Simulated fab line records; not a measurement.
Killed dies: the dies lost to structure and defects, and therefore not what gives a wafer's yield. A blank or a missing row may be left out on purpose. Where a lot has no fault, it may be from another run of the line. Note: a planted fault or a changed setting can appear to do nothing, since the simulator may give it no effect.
Lot-split experiment    flow n5 finfet    21 wafers read from 7 lots, route of 1938 steps

ON THE SPLIT
At N5_GATE_CUT_EXPOSE_10 (exposes mask GATE CUT, target cd 20 nm), the setting dose mj was moved away from the recipe's 43.25 on 6 of the 21 wafers read, by -6.2% to +6.4%. All remaining wafers had this setting at the recipe value.

FROM THE SPLIT TO THE READING: what the file shows between them, 2 steps
- N5_GATE_CUT_PEB_11: peb time 60 s
- N5_GATE_CUT_DEVELOP_12: develop time 30 s

THE READING
Shown in nm: cd nm at N5_GATE_CUT_CD_MEAS_13, with target cd 20 nm. Fault-free wafers of this fab line usually give 20.16 nm, standard deviation 0.29 nm.

wafer   tool, chamber at the split  dose mj as run  against the recipe  cd nm, nm  against lot-mates on the recipe
L076.1  euv scanner-01, 0           43.25           recipe              19.86      -
L076.3  euv scanner-01, 0           43.25           recipe              19.35      -
L076.5  euv scanner-01, 0           43.25           recipe              19.69      -
L077.2  euv scanner-01, 0           46.03           +6.4%               21.92      +1.75
L077.3  euv scanner-01, 0           43.25           recipe              20.02      -
L077.4  euv scanner-01, 0           43.25           recipe              20.33      -
L080.1  euv scanner-02, 0           43.25           recipe              20.05      -
L080.3  euv scanner-02, 0           45.24           +4.6%               21.65      +1.38
L080.6  euv scanner-02, 0           43.25           recipe              20.49      -
L085.1  euv scanner-02, 0           43.25           recipe              20.18      -
L085.3  euv scanner-02, 0           43.25           recipe              20.25      -
L085.6  euv scanner-02, 0           40.59           -6.2%               18.56      -1.66
L088.2  euv scanner-01, 0           43.25           recipe              19.69      -
L088.4  euv scanner-01, 0           43.25           recipe              19.91      -
L088.6  euv scanner-01, 0           43.25           recipe              19.99      -
L093.3  euv scanner-01, 0           43.25           recipe              20.26      -
L093.4  euv scanner-01, 0           41.94           -3.0%               19.83      -0.52
L093.6  euv scanner-01, 0           43.25           recipe              20.44      -
L095.1  euv scanner-01, 0           43.25           recipe              20.47      -
L095.2  euv scanner-01, 0           44.99           +4.0%               21.04      +0.57
L095.4  euv scanner-01, 0           44.99           +4.0%               21.37      +0.90

FIT RESULTS
A straight line over all 21 wafers: cd nm changes by +0.266 nm for each +1% of dose mj; r = +0.91; the points scatter about the line by 0.32 nm.
The same after taking each lot's own level away (the mean of its wafers on the recipe; 21 wafers): +0.249 nm for each +1%; r = +0.96; scatter 0.19 nm.
According to that fit, moving dose mj by its largest amount changes the reading by 1.6 nm.
Across the lots, their own levels run from 19.633 to 20.470 nm, a range of 2.9 times the standard deviation given above.
The two slopes are in agreement: the lot-to-lot level therefore moves the slope only a little.
Check: with one of the wafers moved furthest among these (+6.4%) left out of the fit, the line predicts +1.53 nm for it against its lot-mates. It came out at +1.75 nm against them.

ADDITIONAL SPLITS CARRIED BY THESE WAFERS
Before the reading, these wafers also passed through other splits. Each is held against what the fit with the lots' levels taken away leaves over:
other split on the same wafers  wafers away from the commonest value  r with cd nm (lot level and that fit taken away)
N5_HKMG_FIN_ETCH_58 source w    8                                     -0.32
N5_GATE_CUT_HM_DEP_46 time s    6                                     +0.03

THE WHOLE CHAIN: every reading that the file lists as answering this split, in the file's order
step                    what it does                                                      reading                                                          change (the file's fit)                r (the file's)
N5_GATE_CUT_CD_MEAS_13  target cd 20 nm                                                   cd nm                                                            +0.257 nm for each +1% of the setting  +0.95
N5_GATE_CUT_DESCUM_18   chemistry O2, time 7 s                                            GATE_CUT.cd nm (the simulator's own value, which no gauge read)  +0.225 nm for each +1% of the setting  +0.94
N5_GATE_CUT_ETCH_36     etches SiARC in CF4, target depth 13 nm, time 21.7 s              GATE_CUT.cd nm (the simulator's own value, which no gauge read)  +0.218 nm for each +1% of the setting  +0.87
N5_GATE_CUT_HM_OPEN_40  chemistry C4F6/O2, target SiO2, target depth 139 nm, time 85.1 s  GATE_CUT.cd nm (the simulator's own value, which no gauge read)  +0.236 nm for each +1% of the setting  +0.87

FILE'S OWN FIT
cd nm changes by +0.257 nm for each +1% of dose mj, r = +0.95.
